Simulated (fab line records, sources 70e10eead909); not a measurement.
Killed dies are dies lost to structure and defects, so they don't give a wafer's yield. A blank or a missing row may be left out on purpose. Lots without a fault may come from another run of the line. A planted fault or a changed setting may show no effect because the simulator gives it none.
Which tool did it? | flow nand_harc | 15 lots, 45 wafers sampled, at 2 steps of a route of 1159

WHAT THE GAUGES READ, wafer by wafer
NHARC_P_BONDPAD_OVL_MEAS_38.
lot  | measured     | on         | overlay_x_nm (nm) | overlay_y_nm (nm)
L690 | day 6 03:59  | overlay-01 | 20 20 19          | 12 12 11
L691 | day 6 14:16  | overlay-02 | -6 -7 -6          | 2 2 2
L693 | day 7 03:31  | overlay-02 | -11 -11 -11       | 0 0 0
L692 | day 7 04:19  | overlay-01 | -3 -3 -3          | -3 -2 -3
L697 | day 8 11:01  | overlay-02 | 3 3 3             | 3 4 3
L702 | day 9 13:04  | overlay-02 | -7 -6 -6          | 9 9 9
L703 | day 10 00:55 | overlay-01 | 2 2 2             | 3 3 2
L705 | day 10 01:17 | overlay-02 | 8 8 8             | 1 1 1
L704 | day 10 01:49 | overlay-02 | 8 8 8             | -15 -15 -15
L707 | day 10 12:00 | overlay-02 | 4 4 3             | -15 -15 -15
L709 | day 11 07:33 | overlay-02 | 1 1 1             | 9 9 9
L711 | day 11 08:34 | overlay-02 | 6 6 5             | -6 -5 -6
L708 | day 11 08:51 | overlay-02 | 9 8 9             | 4 4 4
L712 | day 11 18:36 | overlay-01 | 4 5 5             | 3 3 3
L713 | day 11 19:21 | overlay-02 | 1 1 1             | 8 8 7

NHARC_A_ZERO_WELL_CD_MEAS_10: target cd 2000 nm.
lot  | measured     | on        | cd_nm (nm)
L690 | day 6 07:59  | cd_sem-01 | 2001.2 1999.8 1998.9
L691 | day 6 18:12  | cd_sem-03 | 2001.1 2001.1 2000.9
L693 | day 7 07:35  | cd_sem-03 | 1999.6 1999.6 1997.2
L692 | day 7 08:23  | cd_sem-02 | 2000.1 2001.0 2001.0
L697 | day 8 15:02  | cd_sem-02 | 2001.7 1999.4 2001.4
L702 | day 9 17:04  | cd_sem-01 | 2003.2 2001.9 1999.5
L703 | day 10 06:35 | cd_sem-03 | 2000.7 1999.7 2000.3
L705 | day 10 06:46 | cd_sem-02 | 2000.8 2002.0 2000.4
L704 | day 10 06:56 | cd_sem-02 | 2000.0 2001.3 2001.5
L707 | day 10 16:19 | cd_sem-03 | 2000.9 2001.0 1999.0
L709 | day 11 11:36 | cd_sem-02 | 1998.9 2002.1 2001.4
L711 | day 11 12:50 | cd_sem-03 | 1998.0 2001.3 1999.2
L708 | day 11 13:11 | cd_sem-01 | 2001.6 2000.7 2001.5
L712 | day 11 22:29 | cd_sem-01 | 2001.0 2000.8 1999.6
L713 | day 11 23:28 | cd_sem-02 | 2001.3 2001.7 2001.8

WHICH TOOL RAN EACH LOT (tool, then ch and the chambers of the sampled wafers, then the start)
The record holds no process step before these readings.

WHAT THE TOOLS THEMSELVES READ (means of the sampled wafers that have a number; where no wafer has one, the mark that the record gives instead)
The record holds no such reading with a usual standard deviation.

THE ANSWER, worked out from the rows above alone
Rule: what is usual is taken from the lots themselves. Put in order of their means at a reading, lots are off if they are a third of the lots or fewer, leave a main group of 4 or more, and stand apart from it by a gap of 3 or more times the standard deviation of the main group's means; of several such gaps the widest counts. A main group whose means are all the same, to the digits that the tables above print for the reading, isn't used. A lot without any number at a reading at which 4 lots or more have one is off too. The other lots that the step has rows for count as sound. The gauges are gone through in route order, then the tools' own readings, and for those a lot's mean is taken as printed above. The first step at which some lot is off is used, and at that step the reading that is off furthest; a lot without a number counts as furthest.
No lot is off at any reading shown: from this, nothing can be told.

WHAT THE SIMULATOR HAD PUT IN
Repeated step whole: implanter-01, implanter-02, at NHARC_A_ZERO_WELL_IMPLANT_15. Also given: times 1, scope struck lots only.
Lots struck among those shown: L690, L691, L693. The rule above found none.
